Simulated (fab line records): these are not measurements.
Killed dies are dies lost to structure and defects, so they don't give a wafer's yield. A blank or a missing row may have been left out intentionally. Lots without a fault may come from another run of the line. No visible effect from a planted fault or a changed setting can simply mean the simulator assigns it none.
Struck lot and sound lot, side by side    flow nand harc    15 steps out of a route of 1159
Sound: these wafers, L169.2, L169.3, L169.5. The struck wafers were L166.1, L166.4, L166.5. The cause is given at the end.
For every step that has rows: the tool of each side, followed by ch and its chambers, followed by its first start. Under that, the readings that differ: sound wafers    struck wafers    difference of the means    sigmas: that difference in standard deviations of wafers without a fault.
alike: words and numbers the same on both sides, and readings whose means are apart by under 2 such deviations; not compared: readings that were withheld, readings missing a value for some wafer, numbers with overlapping values and no deviation given by the record, and bounds like >300 which may hide the same value.
Wherever a step has rows on one side only, a row that says differs or no value, or a row with sigmas, the two part there. Non-overlapping numbers with no deviation appear without sigmas and do not part them. Lack of a reading on every wafer of one side parts them only where that side has two or more wafers.

first, 6 steps without rows for these wafers: NHARC_P_GATE_COAT_85; NHARC_P_GATE_SOFTBAKE_86 (time 95 s); NHARC_P_GATE_EBR_87; NHARC_P_GATE_EXPOSE_88 (exposes mask P HVN, target cd 2000 nm); NHARC_P_GATE_PEB_89 (peb time 85 s); NHARC_P_GATE_DEVELOP_90 (time 70 s).
NHARC_P_GATE_CD_MEAS_91 targets a cd of 2000 nm.
  sound on cd sem-01 ch 0, day 9 16:35; struck on cd sem-01 ch 0, day 8 20:17
  alike: cd nm
then, 1 step without rows for these wafers: NHARC_P_GATE_HARDBAKE_92 (time 80 s).
NHARC_P_GATE_DESCUM_93: chemistry O2, time 3 s.
  sound on rie diel-11 ch 0,2,3, day 9 16:44; struck on rie diel-12 ch 0,2, day 8 20:28
  alike: drypump motor current A, oes product au, rf vpp V, showerhead plenum p Torr, throttle valve pct
  not compared: rf hours counter h
next, for these wafers, 1 step has no rows: NHARC_P_GATE_IMPLANT_94.
NHARC_P_GATE_STRIP_113: strips in N2/H2, time 740 s.
  sound on plasma asher-02 ch 0,1, day 9 17:07; struck on plasma asher-01 ch 0,1, day 9 00:11
reading             sound     struck      difference  sigmas
heater power w (W)  73 75 77  101 103 87  +22         +2
  alike: drypump motor current A, rf refl power W
  not compared: rf hours counter h
NHARC_P_GATE_STRIP_95: strips in O2.
  sound on plasma asher-02 ch 0,1, day 9 17:50; struck on plasma asher-01 ch 0,1, day 9 00:47
reading             sound        struck       difference  sigmas
heater power w (W)  268 290 286  372 381 322  +77         +2
  alike: drypump motor current A, rf refl power W
  not compared: rf hours counter h
NHARC_P_GATE_STRIP_96: strips in SPM, time 900 s.
  sound on wet bench-01 ch 2,4,6, day 9 18:03; struck on wet bench-07 ch 0,5,6, day 9 00:59
  no value came back on the struck wafers for bath guard temp C (C), bath heat duty pct (%); on the sound wafers bath guard temp C (C) reads 130.1 130.0 130.1
NHARC_P_GATE_RTA_64: time 1 s.
  sound on rtp anneal-02 ch 0, day 9 18:28; struck on rtp anneal-02 ch 0, day 9 01:20
  alike: lamp power pct, lamp_zone_4_pct, wafer_temp_C_max
-- record jumps: 14 days between struck wafers' starts before vs after; left off in module P_GATE, resumes in module END, first step shown is number 1159 of the route --
NHARC_END_SORT_01:
  sound on prober-01 ch 0, day 23 21:07; struck on prober-02 ch 0, day 23 04:24
  alike: killed at array, killed at other, killed at periphery, killed dies, killed open, killed short

== WHERE THEY PART ==
First at NHARC_P_GATE_STRIP_113; last, within this record, at NHARC_P_GATE_STRIP_96. Later steps at which nothing parts them and some readings are alike: NHARC_P_GATE_RTA_64, NHARC_END_SORT_01.

WHY: what had been put in by the simulator
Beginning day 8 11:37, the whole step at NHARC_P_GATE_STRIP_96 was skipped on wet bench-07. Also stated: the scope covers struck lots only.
